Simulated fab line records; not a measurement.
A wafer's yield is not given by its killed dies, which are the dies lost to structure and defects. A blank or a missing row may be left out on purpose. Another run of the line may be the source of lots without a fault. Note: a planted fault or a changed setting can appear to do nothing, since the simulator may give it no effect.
Struck lot and sound lot, side by side / flow nand-harc / 14 out of 1159 route steps
Sound: the wafers L567.2, L567.5, L567.6. Struck: wafer L580.5. (L580.3 of the same lot was not struck and is left out.) The cause comes at the end.
Each step with rows lists, per side, the tool, then ch with its chambers, then its first start. Under that, the readings that differ: sound wafers / struck wafers / difference of the means / sigmas: that difference in standard deviations of wafers without a fault.
alike: words and numbers the same on both sides, and readings whose means are apart by under 2 such deviations; not compared: readings that were withheld, readings missing a value for some wafer, numbers with overlapping values and no deviation given by the record, and bounds like >300 which may hide the same value.
The two part at a step that has a row with sigmas, a row that says differs or no value, or rows on one side only. Non-overlapping numbers with no deviation appear without sigmas and do not part them. A reading that every wafer of one side lacks parts them only if that side has two wafers or more.

NHARC_A_SOURCE_PLATE_THK_MEAS_09: measures by ellipsometry.
  sound on film-metro-01 at day 8 15:56; struck on film-metro-01 at day 12 01:01
  alike: thk-nm
then, 3 steps without rows for these wafers: NHARC_A_SOURCE_PLATE_PVD_04 (deposits WSi2, target thk 50 nm); NHARC_A_SOURCE_PLATE_CVD_03 (deposits poly-Si, target thk 200 nm, time 4000 s); NHARC_A_SOURCE_PLATE_ANNEAL_05 (time 1800 s).
NHARC_A_SOURCE_PLATE_THK_MEAS_06: measures by ellipsometry.
  sound on film-metro-02 at day 9 05:31; struck on film-metro-01 at day 12 14:08
  alike: thk-nm
NHARC_A_SOURCE_PLATE_INSPECT_08:
  sound on defect-inspect-02 at day 9 05:35; struck on defect-inspect-02 at day 12 14:14
reading=raw-defect-count; sound=122 49 95; struck=42; difference=-47; sigmas=-2
then NHARC_A_ONON_D1_DEP_00 (target thk 1000 nm), 1 step lacking rows for these wafers.
NHARC_A_ONON_D1_THK_MEAS_02: measures by ellipsometry.
  sound on film-metro-01 at day 9 06:10; struck on film-metro-01 at day 12 14:49
  alike: thk-nm
then NHARC_A_ONON_D1_DEP_03 (target thk 1000 nm), 1 step lacking rows for these wafers.
NHARC_A_ONON_D1_THK_MEAS_05: measures by ellipsometry.
  sound on film-metro-01 at day 9 06:44; struck on film-metro-01 at day 12 15:23
reading=thk-nm (nm); sound=984 987 988; struck=1012; difference=+26; sigmas=+3
NHARC_A_ONON_D1_DEP_06: target thk 1000 nm.
  sound on pecvd-onon-03 ch 0, day 9 06:51; struck on pecvd-onon-02 ch 0, day 12 15:33
NHARC_A_ONON_D1_THK_MEAS_08: measures by ellipsometry.
  sound on film-metro-02 at day 9 07:18; struck on film-metro-01 at day 12 15:58
reading=thk-nm (nm); sound=1006 1008 1004; struck=770; difference=-236; sigmas=-25
then NHARC_A_ONON_D1_DEP_09 (target thk 1000 nm), 1 step lacking rows for these wafers.
-- jump in the record: it breaks off in module A_ONON_D1 and resumes in module END (first step shown: number 1159 of the route), and 12 days separate the struck wafers' starts before and after --
NHARC_END_SORT_01:
  at this point the record logs the struck wafers (prober-01 ch 0, day 25 02:28) and has no rows for the sound ones

WHERE THEY PART
Earliest at NHARC_A_SOURCE_PLATE_INSPECT_08; latest, in this record, at NHARC_END_SORT_01.

WHY: whatever the simulator had introduced
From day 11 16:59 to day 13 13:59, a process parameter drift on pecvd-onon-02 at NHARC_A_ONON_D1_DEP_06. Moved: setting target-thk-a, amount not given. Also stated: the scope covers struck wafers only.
